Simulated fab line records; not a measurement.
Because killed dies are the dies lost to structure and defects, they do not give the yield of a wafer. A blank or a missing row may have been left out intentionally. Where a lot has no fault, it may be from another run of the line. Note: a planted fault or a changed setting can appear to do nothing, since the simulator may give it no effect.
Matching of chambers | flow n5Finfet | 4 sister chambers for N5_SD_EPI_P_ETCH_47 on rieDiel-04
The step etches SiOCN in CH3F/O2, target depth 25 nm. 4 wafers are shown with their chamber, then 9 later ones without.

== WAFERS PAIRED WITH THEIR CHAMBERS ==
wafer  | chamber | throttleValvePct (%)
L075.1 | 0       | 16.47
L078.5 | 1       | 16.16
L085.4 | 3       | 16.04
L085.5 | 2       | 15.92

== WAFERS WHOSE CHAMBER IS MISSING ==
wafer  | throttleValvePct (%)
L086.1 | 16.05
L086.2 | 16.16
L086.6 | 15.91
L094.3 | 16.52
L094.5 | 16.21
L094.6 | 15.95
L096.1 | 16.22
L096.4 | 16.53
L096.5 | 16.08

== EACH ONE'S CHAMBER ==
wafer  | from the rows above     | in truth
L086.1 | 3                       | 3
L086.2 | 1                       | 1
L086.6 | 2                       | 2
L094.3 | 0                       | 0
L094.5 | 1                       | 1
L094.6 | can't be placed: 2 or 3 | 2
L096.1 | 1                       | 1
L096.4 | 0                       | 0
L096.5 | can't be placed: 3 or 1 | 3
Correct placement for 7 of the 9. Not placeable from these rows: 2 (in 2, the candidates include the true chamber). Number placed wrongly: 0.
How it was worked out, from the rows above alone: a wafer's distance from a chamber is the root of the sum, over the readings, of the square of ((its reading less the chamber's mean) divided by the reading's scatter). If the next closest chamber is less than 2 further off than the closest, the wafer can't be placed; otherwise it belongs to the closest. For every chamber, the mean is computed from those of its wafers that are shown. The scatter: root of mean squared gap, hidden wafer to nearest shown wafer, with one shown wafer a chamber.
